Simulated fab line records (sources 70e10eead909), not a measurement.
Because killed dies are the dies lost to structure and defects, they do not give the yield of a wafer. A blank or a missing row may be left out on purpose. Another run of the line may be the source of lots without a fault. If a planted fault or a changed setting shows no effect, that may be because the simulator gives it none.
A struck lot beside a sound one    flow nandHarc    38 out of 1302 route steps
Sound: wafers L210.2, L210.4, L210.5. Wafers L197.3, L197.5 were the ones struck. At the end, the cause is stated.
At each step with rows: each side's tool, then ch and its chambers, then its first start. Under that, the readings that differ: sound wafers    struck wafers    difference of the means    sigmas: that difference in standard deviations of wafers without a fault.
alike: a reading whose means differ by less than 2 such deviations, as well as words and numbers matching on both sides. not compared: withheld readings; readings where some wafer has no value; bounds like >300 that might hide an equal value; numbers whose values overlap and for which the record gives no deviation.
Wherever a step has rows on one side only, a row that says differs or no value, or a row with sigmas, the two part there. Numbers that have no deviation but don't overlap get no sigmas and don't part them. A reading that every wafer of one side lacks parts them only if that side has two wafers or more.

first, 10 steps without rows for these wafers: NHARC_A_CHANNEL_HOLE_D2_DEP_00 (deposits aC, target thk 3100 nm); NHARC_A_CHANNEL_HOLE_D2_DEP_01 (deposits SiON, target thk 140 nm); NHARC_A_CHANNEL_HOLE_D2_DEHYDRATE_02 (time 120 s); NHARC_A_CHANNEL_HOLE_D2_HMDS_03 (time 30 s); NHARC_A_CHANNEL_HOLE_D2_COAT_36 (time 75 s); NHARC_A_CHANNEL_HOLE_D2_COAT_37 (time 65 s); NHARC_A_CHANNEL_HOLE_D2_COAT_04 (resist thk 90 nm); NHARC_A_CHANNEL_HOLE_D2_SOFTBAKE_05 (time 55 s); NHARC_A_CHANNEL_HOLE_D2_EBR_06; NHARC_A_CHANNEL_HOLE_D2_EXPOSE_07 (exposes mask HOLE D2, target cd 100 nm).
NHARC_A_CHANNEL_HOLE_D2_PEB_08: peb time 65 s.
  sound on lithoTrack-04 ch 0, day 22 01:26; struck on lithoTrack-01 ch 0, day 16 19:43
  alike: resistLineTempC
then, 1 step without rows for these wafers: NHARC_A_CHANNEL_HOLE_D2_DEVELOP_09 (develop time 35 s).
NHARC_A_CHANNEL_HOLE_D2_CD_MEAS_10 targets a cd of 100 nm.
  sound on cdSem-03 ch 0, day 22 01:31; struck on cdSem-01 ch 0, day 16 19:48
reading    sound              struck       difference  sigmas
cdNm (nm)  100.2 100.4 100.2  106.7 106.9  +6.5        +13
NHARC_A_CHANNEL_HOLE_D2_DESCUM_15: chemistry O2, time 3 s.
  sound on rieDiel-13 ch 0,1,2, day 22 01:42; struck on rieDiel-13 ch 1,2, day 16 19:59
reading                            sound              struck       difference  sigmas
model.A_CHANNEL_HOLE_D2.cdNm (nm)  101.1 101.3 100.5  106.6 107.6  +6.1        
  alike: drypumpMotorCurrentA, oesProductAu, rfVppV, showerheadPlenumPTorr, throttleValvePct
  not compared: rfHoursCounterH
then, 16 steps without rows for these wafers: NHARC_A_CHANNEL_HOLE_D2_ETCH_38 (etches the open film in CF4, target depth 39 nm, time 65 s); NHARC_A_CHANNEL_HOLE_D2_ETCH_39 (etches the open film in N2/H2, target depth 260 nm, time 325 s); NHARC_A_CHANNEL_HOLE_D2_ETCH_34 (etches the open film in CF4/CHF3, target depth 154 nm, time 77 s); NHARC_A_CHANNEL_HOLE_D2_ETCH_16 (etches the open film in O2/COS, target depth 3100 nm, time 806 s); NHARC_A_CHANNEL_HOLE_D2_ETCH_19 (etches the open film in C4F8/O2/Ar, time 34.5 s); NHARC_A_CHANNEL_HOLE_D2_ETCH_20 (etches the open film in C4F8/O2/Ar, time 361.9 s, target depth 1600 nm); NHARC_A_CHANNEL_HOLE_D2_ETCH_21 (etches the open film in C4F8/O2/Ar, time 514.3 s, target depth 1600 nm); NHARC_A_CHANNEL_HOLE_D2_ETCH_22 (etches the open film in C4F8/O2/Ar, time 666.7 s, target depth 1600 nm); NHARC_A_CHANNEL_HOLE_D2_ETCH_23 (etches the open film in C4F8/O2/Ar, time 819 s, target depth 1600 nm); NHARC_A_CHANNEL_HOLE_D2_ETCH_24 (etches the open film in C4F8/O2/Ar, time 906.2 s, target depth 1500 nm); NHARC_A_CHANNEL_HOLE_D2_ETCH_25 (etches the open film in C4F8/O2/Ar, time 1040.2 s, target depth 1500 nm); NHARC_A_CHANNEL_HOLE_D2_ETCH_26 (etches the open film in C4F8/O2/Ar, time 224.1 s, target depth 300 nm); NHARC_A_CHANNEL_HOLE_D2_ETCH_27 (etches the open film in C4F8/O2/Ar, time 90 s, target depth 400 nm); NHARC_A_CHANNEL_HOLE_D2_STRIP_41 (strips in N2/H2); NHARC_A_CHANNEL_HOLE_D2_STRIP_42 (strips in CF4/CHF3); NHARC_A_CHANNEL_HOLE_D2_STRIP_43 (strips in O2/COS).
NHARC_A_CHANNEL_HOLE_D2_ETCH_44: etches the open film in CF4/O2, target depth 140 nm, overetch 14 nm, time 77 s.
  sound on rieDiel-07 ch 0,1,3, day 22 12:17; struck on rieDiel-07 ch 0,3, day 17 01:53
reading                            sound              struck       difference  sigmas
model.A_CHANNEL_HOLE_D2.cdNm (nm)  88.95 89.17 91.01  94.95 95.14  +5.33       
  alike: drypumpMotorCurrentA, oesProductAu, rfVppV, showerheadPlenumPTorr, throttleValvePct
  not compared: rfHoursCounterH
then, 3 steps without rows for these wafers: NHARC_A_CHANNEL_HOLE_D2_STRIP_28 (strips in O2); NHARC_A_CHANNEL_HOLE_D2_PRECLEAN_29 (cleans in SC1); NHARC_A_CHANNEL_HOLE_D2_SRD_30.
NHARC_A_CHANNEL_HOLE_D2_CD_MEAS_31:
  sound on cdSem-03, day 22 13:05; struck on cdSem-03, day 17 02:51
reading    sound           struck     difference  sigmas
cdNm (nm)  88.7 89.2 91.7  94.7 95.9  +5.4        +4
NHARC_A_CHANNEL_HOLE_D2_XSEM_32:
  sound on xsem-01 ch 0, day 22 13:10; struck on xsem-02 ch 0, day 17 02:57
reading       sound           struck     difference  sigmas
botCdNm (nm)  72.4 74.6 76.6  79.8 80.7  +5.7        +4
  alike: bowNm, tiltDeg
-- record jumps: 11 days between struck wafers' starts before vs after; left off in module A_CHANNEL_HOLE_D2, resumes in module END, first step shown is number 1301 of the route --
NHARC_END_WLT_00:
  sound on prober-01, day 33 07:17; struck on prober-01, day 27 16:38
reading                            sound              struck       difference  sigmas
VT_DECK2_BOTTOM                    0.856 0.870 0.881  0.886 0.888  +0.018      +2
VT_DECK2_BOTTOM_INNER              0.865 0.862 0.869  0.888 0.892  +0.025      +3
VT_DECK2_MEDIAN_NEAR_BOTTOM        0.867 0.876 0.875  0.883 0.897  +0.017      +2
VT_DECK2_MEDIAN_NEAR_BOTTOM_INNER  0.872 0.864 0.868  0.895 0.893  +0.026      +3
VT_DECK2_MIDDLE_INNER              0.881 0.881 0.890  0.903 0.909  +0.022      +3
VT_DECK2_TOP                       0.890 0.895 0.899  0.912 0.916  +0.019      +3
VT_DECK2_TOP_INNER                 0.894 0.897 0.890  0.912 0.925  +0.025      +3
  alike: VT_DECK1_BOTTOM, VT_DECK1_BOTTOM_INNER, VT_DECK1_MEDIAN_NEAR_BOTTOM, VT_DECK1_MEDIAN_NEAR_BOTTOM_INNER, VT_DECK1_MIDDLE, VT_DECK1_MIDDLE_INNER, VT_DECK1_TOP, VT_DECK1_TOP_INNER, VT_DECK2_MIDDLE
next, for these wafers, 1 step has no rows: NHARC_END_SORT_01.

## WHERE THEY PART
Earliest at NHARC_A_CHANNEL_HOLE_D2_CD_MEAS_10; latest, in this record, at NHARC_END_WLT_00.

WHY: what the simulator had put in
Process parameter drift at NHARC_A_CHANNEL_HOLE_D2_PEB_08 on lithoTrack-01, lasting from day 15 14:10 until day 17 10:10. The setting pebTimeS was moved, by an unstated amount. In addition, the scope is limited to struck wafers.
